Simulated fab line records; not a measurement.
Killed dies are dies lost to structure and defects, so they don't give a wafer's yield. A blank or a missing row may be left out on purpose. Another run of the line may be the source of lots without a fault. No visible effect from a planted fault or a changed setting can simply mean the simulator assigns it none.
Chamber matching -- flow n5Finfet -- 3 sister chambers for N5_BEOL_M1_DEP_57 on pecvd-01
The step deposits SiCN from 3MS/NH3, target thk 8 nm, time 14 s. 16 wafers are shown with their chamber, then 8 later ones without.

## EACH WAFER AND ITS CHAMBER
wafer,chamber,throttleValvePct (%),showerheadPlenumPTorr (Torr)
L075.1,1,9.0,3.679
L075.3,2,8.1,3.667
L075.5,0,9.7,3.665
L076.1,0,9.6,3.647
L076.4,1,8.9,3.677
L076.5,2,8.2,3.650
L078.1,2,8.2,3.641
L078.5,2,8.2,3.663
L078.6,1,9.0,3.677
L081.1,2,8.4,3.653
L081.3,1,9.3,3.677
L081.5,1,9.1,3.690
L089.1,0,9.8,3.656
L089.2,1,9.2,3.679
L089.3,2,8.3,3.655
L092.1,2,8.0,3.658

SIGNATURES (averages over the wafers above)
reading,chamber 0,chamber 1,chamber 2,scatter within a chamber
throttleValvePct,9.700,9.083,8.200,0.133
showerheadPlenumPTorr,3.65600,3.67983,3.65529,0.00751
Rule: distance of a wafer from a chamber = root of the sum over the readings of ((wafer's reading minus chamber's mean) / reading's scatter) squared. The wafer belongs to the nearest chamber; if the next one is less than 2 further off, it can't be placed. The scatter: take each reading less its chamber's mean, square it, sum over the shown wafers, divide by the number of wafers less the number of chambers, and take the root.

## WAFERS WHOSE CHAMBER IS MISSING
wafer,throttleValvePct (%),showerheadPlenumPTorr (Torr)
L092.2,9.1,3.683
L092.4,9.0,3.684
L091.1,8.9,3.683
L091.3,8.2,3.662
L091.6,8.5,3.663
L096.4,9.4,3.660
L096.5,9.1,3.675
L096.6,8.4,3.665

## WHICH CHAMBER EACH WENT THROUGH
wafer,from the rows above,in truth
L092.2,1,1
L092.4,1,1
L091.1,1,1
L091.3,2,2
L091.6,2,2
L096.4,can't be placed: 0 or 1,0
L096.5,1,1
L096.6,2,2
7 of 8 placed correctly. Unplaceable from these rows: 1, with the true chamber sitting among the candidates in 1. Wrongly placed: 0.
